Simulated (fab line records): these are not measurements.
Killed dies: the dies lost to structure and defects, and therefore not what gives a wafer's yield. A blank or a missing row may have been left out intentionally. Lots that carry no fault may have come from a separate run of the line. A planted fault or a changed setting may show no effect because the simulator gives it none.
Matching of chambers	flow n5-finfet	rie-diel-05 running N5_FIN_SAQP_SPACER1_ETCHBACK_25: 4 sister chambers
The step etches SiO2 in CHF3/O2, target depth 24.4 nm, time 12.2 s. 16 wafers are shown with their chamber, then 8 later ones without.

## WAFERS WITH THEIR CHAMBER
wafer	chamber	showerhead-plenum-p-Torr (Torr)	drypump-motor-current-A (A)	rf-vpp-V (V)
L076.4	2	2.50	5.7	519
L076.5	3	2.51	6.6	523
L076.6	0	2.47	6.3	537
L079.1	0	2.47	6.3	537
L079.3	3	2.51	6.6	523
L079.4	2	2.50	5.7	519
L082.1	2	2.50	5.8	519
L082.3	1	2.30	5.4	515
L082.6	0	2.47	6.3	536
L086.3	3	2.50	6.5	523
L086.5	2	2.49	5.8	517
L086.6	1	2.29	5.4	515
L090.3	3	2.50	6.6	522
L090.5	3	2.50	6.6	523
L090.6	2	2.49	5.7	520
L092.1	2	2.49	5.8	518

SIGNATURES, as means of the wafers listed above
reading	chamber 0	chamber 1	chamber 2	chamber 3	scatter within a chamber
showerhead-plenum-p-Torr	2.4700	2.2950	2.4950	2.5040	0.00516
drypump-motor-current-A	6.300	5.400	5.750	6.580	0.0438
rf-vpp-V	536.67	515.00	518.67	522.80	0.753
Rule: a wafer lies at a distance from a chamber equal to the root of the sum of squares, over the readings, of (its reading less the chamber's mean, divided by the reading's scatter). The wafer belongs to the nearest chamber; if the next one is less than 2 further off, it can't be placed. The scatter: the root of (the sum of the squares of (reading less its chamber's mean) over the shown wafers, divided by (wafers less chambers)).

## WAFERS MISSING THEIR CHAMBER
wafer	showerhead-plenum-p-Torr (Torr)	drypump-motor-current-A (A)	rf-vpp-V (V)
L092.2	2.50	6.6	521
L092.5	2.49	5.8	520
L096.3	2.46	6.3	538
L096.4	2.49	6.6	521
L096.6	2.48	5.7	519
L097.3	2.46	6.3	536
L097.4	2.46	6.3	536
L097.5	2.48	5.7	518

## WHICH CHAMBER EACH ONE RAN IN
wafer	from the rows above	in truth
L092.2	3	3
L092.5	2	2
L096.3	0	0
L096.4	3	3
L096.6	2	2
L097.3	0	0
L097.4	0	0
L097.5	2	2
Placed correctly: 8 of 8. Not placeable from these rows: 0. Placed wrongly: 0.
